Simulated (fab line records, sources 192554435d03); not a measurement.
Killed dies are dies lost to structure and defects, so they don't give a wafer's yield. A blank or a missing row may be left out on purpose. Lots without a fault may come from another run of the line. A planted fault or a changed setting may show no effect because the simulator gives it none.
Which tool did it? | flow n5_finfet | 9 lots, 27 wafers sampled, at 6 steps of a route of 1938

WHAT THE GAUGES READ, wafer by wafer
N5_BEOL_M4_RC_MEAS_101. Usual: DIBL_N 36.9 mV/V, standard deviation 1.6; DIBL_P 37.1 mV/V, standard deviation 2; IOFF_N 0.17 nA/um, standard deviation 0.032; IOFF_P 0.22 nA/um, standard deviation 0.036; ION_N 674 uA/um, standard deviation 12; ION_P 463 uA/um, standard deviation 7.8; SS_N 71.7 mV/dec, standard deviation 0.63; SS_P 73.5 mV/dec, standard deviation 0.62; VT_N 249 mV, standard deviation 3.3; VT_P -250 mV, standard deviation 3.5.
lot  | measured     | on        | DIBL_N (mV/V)  | DIBL_P (mV/V)  | IOFF_N (nA/um) | IOFF_P (nA/um) | ION_N (uA/um) | ION_P (uA/um) | SS_N (mV/dec)  | SS_P (mV/dec)  | VT_N (mV)   | VT_P (mV)      | flag
L122 | day 8 20:54  | prober-02 | 36.8 36.7 37.8 | 37.8 36.2 37.1 | 0.15 0.15 0.17 | 0.27 0.24 0.25 | 664 649 666   | 466 462 466   | 71.3 71.9 71.1 | 73.3 73.0 73.1 | 252 251 249 | -245 -247 -244 |
L124 | day 9 03:10  | prober-01 | 38.6 36.9 35.1 | 39.4 39.0 35.2 | 0.20 0.18 0.14 | 0.29 0.29 0.21 | 679 689 664   | 469 474 464   | 71.8 72.1 71.2 | 74.3 73.9 73.3 | 247 249 252 | -246 -246 -248 |
L125 | day 9 14:09  | prober-01 | 34.7 38.3 35.0 | 36.2 39.0 35.9 | 0.13 0.18 0.14 | 0.19 0.22 0.18 | 656 672 665   | 462 457 463   | 70.8 72.0 70.9 | 73.8 74.0 73.2 | 253 249 251 | -251 -251 -252 |
L128 | day 10 04:57 | prober-01 | 38.6 37.5 37.1 | 38.0 36.6 36.7 | 0.19 0.17 0.18 | 0.27 0.22 0.23 | 674 670 677   | 464 459 463   | 72.3 71.8 72.2 | 73.7 74.0 73.6 | 248 249 248 | -247 -250 -246 |
L133 | day 11 09:43 | prober-01 | 33.2 34.9 34.9 | 33.8 38.0 36.9 | 0.11 0.13 0.14 | 0.13 0.19 0.17 | 658 650 664   | 451 451 457   | 71.9 71.8 71.5 | 72.2 72.7 72.2 | 258 258 252 | -257 -253 -254 |
L137 | day 12 11:32 | prober-01 | 36.4 36.5 36.6 | 39.1 37.9 37.2 | 0.17 0.18 0.16 | 0.25 0.23 0.21 | 680 679 676   | 473 461 460   | 72.1 71.7 71.1 | 74.0 74.3 74.2 | 253 249 254 | -248 -249 -254 |
L139 | day 12 16:11 | prober-01 | 36.1 39.8 37.8 | 35.9 38.9 37.5 | 0.16 0.24 0.20 | 0.25 0.30 0.28 | 672 697 695   | 468 479 473   | 71.8 72.4 71.5 | 73.7 74.4 73.8 | 247 243 245 | -246 -243 -244 |
L142 | day 13 12:01 | prober-01 | 36.6 37.0 37.5 | 38.6 40.2 40.7 | 0.18 0.19 0.20 | 0.22 0.25 0.27 | 679 675 683   | 459 459 468   | 72.4 72.4 72.8 | 73.8 74.0 74.1 | 250 248 246 | -249 -252 -247 |
L143 | day 13 14:08 | prober-01 | 36.7 35.1 38.2 | 34.9 32.2 36.6 | 0.18 0.14 0.19 | 0.25 0.20 0.27 | 682 667 673   | 472 464 466   | 71.2 71.7 72.0 | 73.7 72.9 73.8 | 246 253 248 | -246 -249 -245 |

WHICH TOOL RAN EACH LOT (tool, then ch and the chambers of the sampled wafers, then the start)
lot  | N5_BEOL_M0_STRIP_142               | N5_BEOL_M0_ALD_136                  | N5_BEOL_M0_ANNEAL_133        | N5_BEOL_M0_SPUTTER_134       | N5_BEOL_M0_CMP_120
L122 | rie_diel-01 ch 2,3, day 6 05:10    | ald_metal-02 ch 0,1,3, day 6 05:55  | pvd_sputter-02, day 6 08:19  | pvd_sputter-02, day 6 08:22  | cmp-03 ch 0,1,3, day 6 09:06
L124 | rie_diel-05 ch 0,3, day 6 12:02    | ald_metal-02 ch 0,1, day 6 13:31    | pvd_sputter-03, day 6 14:08  | pvd_sputter-03, day 6 14:10  | cmp-04 ch 0,1,3, day 6 14:49
L125 | rie_diel-01 ch 1,2, day 6 22:32    | ald_metal-01 ch 0,3, day 6 23:05    | pvd_sputter-03, day 7 00:07  | pvd_sputter-03, day 7 00:09  | cmp-03 ch 2,3, day 7 00:46
L128 | rie_diel-01 ch 0,1,2, day 7 17:21  | ald_metal-02 ch 0,2, day 7 18:06    | pvd_sputter-01, day 7 18:58  | pvd_sputter-01, day 7 19:00  | cmp-04 ch 0,2,3, day 7 19:56
L133 | rie_diel-01 ch 1,3, day 9 04:28    | ald_metal-02 ch 1,2,3, day 9 05:17  | pvd_sputter-01, day 9 06:14  | pvd_sputter-01, day 9 06:17  | cmp-03 ch 0,1,2, day 9 07:06
L137 | rie_diel-01 ch 0,1, day 9 18:23    | ald_metal-02 ch 1,3, day 9 19:20    | pvd_sputter-02, day 9 20:06  | pvd_sputter-02, day 9 20:08  | cmp-03 ch 0,1,3, day 9 20:50
L139 | rie_diel-03 ch 0,1,3, day 10 08:57 | ald_metal-04 ch 1,2,3, day 10 10:59 | pvd_sputter-01, day 10 11:41 | pvd_sputter-01, day 10 11:44 | cmp-04 ch 0,1,2, day 10 12:30
L142 | rie_diel-01 ch 0,1,2, day 11 01:39 | ald_metal-01 ch 0,2,3, day 11 02:31 | pvd_sputter-03, day 11 04:52 | pvd_sputter-03, day 11 04:54 | cmp-02 ch 0,2,3, day 11 05:31
L143 | rie_diel-05 ch 0,1,3, day 11 05:07 | ald_metal-04 ch 0,1,2, day 11 05:50 | pvd_sputter-03, day 11 06:28 | pvd_sputter-03, day 11 06:30 | cmp-02 ch 1,2,3, day 11 07:07
- N5_BEOL_M0_STRIP_142: strips in N2/H2, time 10 s.
- N5_BEOL_M0_ALD_136: deposits TaN, pulse time 2 s, purge time 3 s, co reactant purge time 2 s.
- N5_BEOL_M0_ANNEAL_133: time 60 s.
- N5_BEOL_M0_SPUTTER_134: material Cu, target thk 4 nm, time 7.37 s.
- N5_BEOL_M0_CMP_120: polishes, stops on SiOC, t overpolish 6.9 s.

WHAT THE TOOLS THEMSELVES READ (means of the sampled wafers that have a number; where no wafer has one, the mark that the record gives instead)
N5_BEOL_M0_STRIP_142. Usual: bias_power_w 6.997 W, standard deviation 0.021; drypump_motor_current_A 5.7 A, standard deviation 0.32; oes_product_au 0.77 a.u., standard deviation 0.086; rf_vpp_V 59.2 V, standard deviation 0.95; showerhead_plenum_p_Torr 2.54 Torr, standard deviation 0.067; temp_c 40.02 C, standard deviation 0.11; throttle_valve_pct 23.6 %, standard deviation 0.34.
lot  | tool        | bias_power_w (W) | drypump_motor_current_A (A) | oes_product_au (a.u.) | rf_vpp_V (V) | showerhead_plenum_p_Torr (Torr) | temp_c (C) | throttle_valve_pct (%) | flag
L122 | rie_diel-01 | 6.989            | 5.7                         | 0.71                  | 59.0         | 2.51                            | 40.05      | 24.0                   |
L124 | rie_diel-05 | 7.010            | 5.8                         | 0.73                  | 60.0         | 2.55                            | 40.04      | 24.0                   |
L125 | rie_diel-01 | 7.006            | 5.8                         | 0.70                  | 59.9         | 2.51                            | 40.10      | 23.8                   |
L128 | rie_diel-01 | 6.989            | 5.8                         | 0.78                  | 58.6         | 2.51                            | 39.98      | 23.7                   |
L133 | rie_diel-01 | 6.986            | 5.7                         | 0.70                  | 59.6         | 2.51                            | 39.92      | 23.4                   |
L137 | rie_diel-01 | 7.008            | 5.9                         | 0.83                  | 58.6         | 2.50                            | 40.06      | 23.5                   |
L139 | rie_diel-03 | 6.985            | 5.8                         | 0.78                  | 59.2         | 2.55                            | 39.97      | 23.4                   |
L142 | rie_diel-01 | 7.001            | 5.8                         | 0.83                  | 58.7         | 2.50                            | 39.95      | 23.6                   |
L143 | rie_diel-05 | 6.969            | 5.8                         | 0.80                  | 60.4         | 2.63                            | 40.04      | 23.7                   |

N5_BEOL_M0_ALD_136. Usual: heater_power_w 404 W, standard deviation 35.
lot  | tool         | heater_power_w (W) | flag
L122 | ald_metal-02 | 366                |
L124 | ald_metal-02 | 369                |
L125 | ald_metal-01 | 447                |
L128 | ald_metal-02 | 408                |
L133 | ald_metal-02 | 385                |
L137 | ald_metal-02 | 359                |
L139 | ald_metal-04 | 393                |
L142 | ald_metal-01 | 429                |
L143 | ald_metal-04 | 416                |

N5_BEOL_M0_ANNEAL_133. Usual: heater_power_w 845 W, standard deviation 91.
lot  | tool           | heater_power_w (W) | flag
L122 | pvd_sputter-02 | 928                |
L124 | pvd_sputter-03 | 889                |
L125 | pvd_sputter-03 | 861                |
L128 | pvd_sputter-01 | 853                |
L133 | pvd_sputter-01 | 783                |
L137 | pvd_sputter-02 | 860                |
L139 | pvd_sputter-01 | 906                |
L142 | pvd_sputter-03 | 846                |
L143 | pvd_sputter-03 | 844                |

N5_BEOL_M0_SPUTTER_134. Usual: throttle_valve_pct 29.9 %, standard deviation 1.2.
lot  | tool           | throttle_valve_pct (%) | flag
L122 | pvd_sputter-02 | 29.4                   |
L124 | pvd_sputter-03 | 29.5                   |
L125 | pvd_sputter-03 | 29.8                   |
L128 | pvd_sputter-01 | 31.3                   |
L133 | pvd_sputter-01 | 31.6                   |
L137 | pvd_sputter-02 | 29.9                   |
L139 | pvd_sputter-01 | 29.5                   |
L142 | pvd_sputter-03 | 30.0                   |
L143 | pvd_sputter-03 | 29.9                   |

N5_BEOL_M0_CMP_120. Usual: barrier_field_endpoint_s 3.65 s, standard deviation 0.12; head_pressure_psi 1.0002 psi, standard deviation 0.0021; motor_current_A 5.9 A, standard deviation 0.45; pad_life_wafers 1228, standard deviation 530.
lot  | tool   | barrier_field_endpoint_s (s) | head_pressure_psi (psi) | motor_current_A (A) | pad_life_wafers | flag
L122 | cmp-03 | 3.70                         | 0.9998                  | 5.7                 | 1479            |
L124 | cmp-04 | 3.70                         | 0.9957                  | 5.9                 | 152             |
L125 | cmp-03 | 3.43                         | 1.0009                  | 5.8                 | 1544            |
L128 | cmp-04 | 3.67                         | 1.0025                  | 6.2                 | 374             |
L133 | cmp-03 | 3.94                         | 0.9985                  | 5.4                 | 1916            |
L137 | cmp-03 | 3.91                         | 0.9995                  | 5.5                 | 2018            |
L139 | cmp-04 | 3.72                         | 1.0012                  | 5.9                 | 925             |
L142 | cmp-02 | 3.70                         | 1.0003                  | 6.2                 | 1580            |
L143 | cmp-02 | 3.70                         | 1.0002                  | 5.8                 | 1597            |

THE ANSWER, worked out from the rows above alone
Rule: a lot is off if the mean of its wafers that have a number lies more than 3 standard deviations from the usual mean. A lot without any number at a reading at which 4 lots or more have one is off too. The other lots that the step has rows for count as sound. The gauges are gone through in route order, then the tools' own readings, and for those a lot's mean is taken as printed above. The first step at which some lot is off is used, and at that step the reading that is off furthest; a lot without a number counts as furthest.
No lot is off at any reading shown: from this, nothing can be told.

WHAT THE SIMULATOR HAD PUT IN
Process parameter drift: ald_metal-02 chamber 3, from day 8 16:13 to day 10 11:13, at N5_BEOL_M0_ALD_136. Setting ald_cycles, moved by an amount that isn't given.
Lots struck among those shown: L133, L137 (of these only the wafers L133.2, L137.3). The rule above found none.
